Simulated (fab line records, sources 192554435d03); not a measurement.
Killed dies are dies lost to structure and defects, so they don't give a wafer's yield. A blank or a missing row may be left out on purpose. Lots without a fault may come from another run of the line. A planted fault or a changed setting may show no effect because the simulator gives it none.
fab line records | flow n5_finfet
record lots=7 wafers=21 last_day=17
route steps=1938 shown DUMMY_GATE@216
lots that met no fault: from a run of the same line without faults
start_h: hours from the record's first day to the start of the lot's first wafer shown | wait_h: hours since the lot's step before | " the same as in the row above | L1.1+2: a row that stands for several wafers | - no value, or no start given | * or withheld: withheld | < > ~ a bound
route shown NAME@n: a module of which the file shows steps, and the number in the route of the first | usual: mean/standard deviation of fault-free wafers | same: alike in all rows | chamber/n: place in a boat | sites: the reading at each site | _std_site: their standard deviation | _edge_site: outer sites' mean less inner sites' | radius_mm: how far each site lies from the wafer's centre | mask NAME#n: copy n | behind: the tool/chamber that last shaped the wafer | hold: why the lot was held/for how many hours/how that ended | device: the transistor (n, p or np) that didn't switch | end of line: the same wafers' tests at the end of the route | a step without rows: its recipe alone | killed: dies lost to structure and defects at the first sort, not the wafer's yield | map: a wafer's dies, x killed, . not, _ none there
set.NAME: the setting as run; set.NAME@STEP: as run at that earlier step | model.NAME: the simulator's own value behind a step, which no gauge read
lots at some steps of the route; a table a step, a row a wafer
services: from which hour (start_h, from the record's first day; less than 0 if before it) a tool's chamber was out of use, for how many hours, and why
## steps
# step N5_DUMMY_GATE_PRECLEAN_46
# recipe chemistry=DIW time_s=89.5 temp_c=23
# step N5_DUMMY_GATE_SRD_47
# recipe dry_time_s=32 dry=n2_spin spin_rpm=1500
# step N5_DUMMY_GATE_CMP_04
# recipe material=a-Si post_cmp_clean=alkaline_brush
# usual motor_current_A=9.9/0.94 retaining_ring_pressure_frac=1.000/0.0048 time_to_endpoint_s=13.4/2
# columns lot.wafer tool chamber start_h wait_h motor_current_A retaining_ring_pressure_frac time_to_endpoint_s
L492.2 cmp-02 1 56.92 0.1 10.3 0.998 13.3
L492.1 " 2 " " 11.3 1.002 11.7
L492.6 " 0 " " 11.1 1.004 11.9
L497.4 cmp-01 1 84.34 0.0 10.2 0.996 15.4
L497.1 " 2 " " 10.8 0.990 13.6
L497.3 " 3 " " 9.0 0.998 14.2
L499.3 cmp-04 2 103.57 0.1 10.0 1.001 13.3
L499.2 " 0 " " 9.7 0.996 14.3
L499.5 " 2 " " 9.4 1.006 12.2
L500.2 cmp-04 3 104.45 0.1 10.5 1.010 13.5
L500.6 " 2 " " 9.7 1.000 11.2
L500.5 " 3 " " 10.4 1.008 15.9
L501.2 cmp-04 3 108.10 0.1 10.7 0.998 16.5
L501.4 " 0 " " 9.4 1.000 14.4
L501.1 " 1 " " 9.9 1.005 16.8
L510.4 cmp-04 1 163.20 0.1 10.3 0.995 13.7
L510.2 " 2 " " 10.3 1.010 10.8
L510.6 " 1 " " 9.9 0.986 14.6
L513.4 cmp-01 1 179.73 0.1 10.8 1.000 11.3
L513.2 " 2 " " 10.7 0.994 12.8
L513.6 " 0 " " 8.0 1.004 11.5
# step N5_DUMMY_GATE_THK_MEAS_05
# usual thk_nm=71.8/0.98
# columns lot.wafer tool chamber start_h wait_h thk_nm
L492.1 film_metro-02 - 57.13 0.1 71.9
L492.2 " - " " 71.0
L492.6 " - " " 70.6
L497.1 film_metro-01 - 84.58 0.2 71.4
L497.3 " - " " 70.8
L497.4 " - " " 72.2
L499.2 film_metro-01 - 103.78 0.1 71.2
L499.3 " - " " 70.6
L499.5 " - " " 70.4
L500.2 film_metro-01 - 104.66 0.2 71.7
L500.5 " - " " 72.8
L500.6 " - " " 70.8
L501.1 film_metro-01 - 108.31 0.1 73.3
L501.2 " - " " 71.4
L501.4 " - " " 72.2
L510.2 film_metro-02 - 163.41 0.1 70.3
L510.4 " - " " 71.4
L510.6 " - " " 73.1
L513.2 film_metro-02 - 180.01 0.2 71.6
L513.4 " - " " 71.9
L513.6 " - " " 70.3
# step N5_DUMMY_GATE_HM_DEP_06
# recipe material=SiNx target_thk_a=800 precursor=DCS/NH3 temp_c=700 pressure_mtorr=300 time_s=5141
# step N5_DUMMY_GATE_PECVD_30
# recipe material=SiO2 target_thk_a=550 temp_c=400 precursor=TEOS/O2 pressure_torr=6.5 rf_w=withheld teos_flow_sccm=withheld gas=O2 flow_sccm=2650 time_s=10.8
# step N5_DUMMY_GATE_COAT_34
# recipe resist=SOC temp_c=250 time_s=60 spin_rpm=1500 resist_thk_nm=60
# step N5_DUMMY_GATE_COAT_35
# recipe resist=SiARC temp_c=220 time_s=60 spin_rpm=1500 resist_thk_nm=10
# step N5_DUMMY_GATE_COAT_28
# recipe resist=underlayer temp_c=205 time_s=60 spin_rpm=1500 resist_thk_nm=10
# step N5_DUMMY_GATE_COAT_09
# recipe resist=CAR-EUV spin_rpm=1500 resist_thk_nm=30
# step N5_DUMMY_GATE_EBR_11
# recipe solvent=PGMEA ebr_width_mm=1.5
# step N5_DUMMY_GATE_SOFTBAKE_10
# recipe temp_c=110 time_s=60 resist=CAR-EUV
# step N5_DUMMY_GATE_EXPOSE_12
# recipe mask_id=GATE na=0.33 source_shape=annular sigma_inner=0.2 sigma_outer=0.6 polarization=unpolarized target_cd_nm=25 dose_mj=34
# usual exposure_dose_mJ_cm2=33.95/0.036 focus_offset_nm=0.0/0.55
# columns lot.wafer tool chamber start_h wait_h mask exposure_dose_mJ_cm2 focus_offset_nm
L492.1 euv_scanner-02 0 61.42 - GATE#0 33.96 -0.2
L492.2 " 0 " " GATE#0 33.99 0.6
L492.6 " 0 " " GATE#0 33.98 -0.2
L497.1 euv_scanner-02 0 88.88 - GATE#0 33.98 1.4
L497.3 " 0 " " GATE#0 33.99 0.7
L497.4 " 0 " " GATE#0 33.97 0.8
L499.2 euv_scanner-02 - 107.96 - GATE#0 - -
L499.3 " - " " GATE#0 - -
L499.5 " - " " GATE#0 - -
L500.2 euv_scanner-02 - 111.87 - GATE#0 - -
L500.5 " - " " GATE#0 - -
L500.6 " - " " GATE#0 - -
L501.1 euv_scanner-01 - 112.60 - GATE#0 - -
L501.2 " - " " GATE#0 - -
L501.4 " - " " GATE#0 - -
L510.2 euv_scanner-01 0 167.71 - GATE#0 33.88 0.0
L510.4 " 0 " " GATE#0 33.93 -0.1
L510.6 " 0 " " GATE#0 33.89 -0.3
L513.2 euv_scanner-02 0 184.19 - GATE#0 33.95 0.3
L513.4 " 0 " " GATE#0 33.92 -0.5
L513.6 " 0 " " GATE#0 33.96 -0.7
# step N5_DUMMY_GATE_PEB_13
# recipe peb_temp_c=100 peb_time_s=60 resist=CAR-EUV
## services
# columns tool chamber start_h hours kind
euv_scanner-02 - 33.95 0.5 repair
cmp-04 - 41.70 4.0 pm
cmp-04 - 45.70 - consumable_replace:conditioner
cmp-04 - 45.70 - consumable_replace:pad
cmp-04 - 60.07 1.3 repair
euv_scanner-01 - 71.28 1.0 pm
euv_scanner-02 - 75.57 4.6 pm
cmp-02 - 79.15 1.1 repair
cmp-04 - 97.58 0.8 repair
cmp-01 - 100.42 13.8 pm
cmp-02 - 113.09 4.0 pm
cmp-01 - 121.61 1.0 repair
cmp-02 - 126.03 1.2 repair
euv_scanner-02 - 126.75 7.5 repair
cmp-04 - 128.05 1.6 repair
euv_scanner-01 - 134.29 1.0 pm
euv_scanner-02 - 135.30 1.0 pm
euv_scanner-02 - 139.22 3.2 repair
cmp-01 - 147.65 1.7 repair
cmp-04 - 168.60 0.6 repair
euv_scanner-02 0 171.21 - calibration
cmp-04 - 176.36 1.2 repair
cmp-01 - 180.66 6.0 pm
euv_scanner-01 - 183.58 1.0 pm
## key
first_sign step=N5_DUMMY_GATE_EXPOSE_12 reading=tool_record direction=missing
effect none on later readings
met_at N5_DUMMY_GATE_EXPOSE_12
struck_wafers L499.2,L499.3,L499.5,L500.2,L500.5,L500.6,L501.1,L501.2,L501.4
later_rows_left_out L499.2,L499.3,L499.5,L500.2,L500.5,L500.6,L501.1,L501.2,L501.4
sort_left_out L499.2,L499.3,L499.5,L500.2,L500.5,L500.6,L501.1,L501.2,L501.4
onset_between 88.88 107.96
fault kind=skipped_step_whole tool=euv_scanner-01,euv_scanner-02 chamber=- onset_h=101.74 steps=N5_DUMMY_GATE_EXPOSE_12 scope=struck_lots_only
# sort_left_out: the simulated sort isn't trusted on such a fault, so these wafers' sort isn't shown, and their yield isn't known
# later_rows_left_out: the simulator's readings of these wafers behind a module that went badly wrong aren't trusted and aren't shown, but for the sort
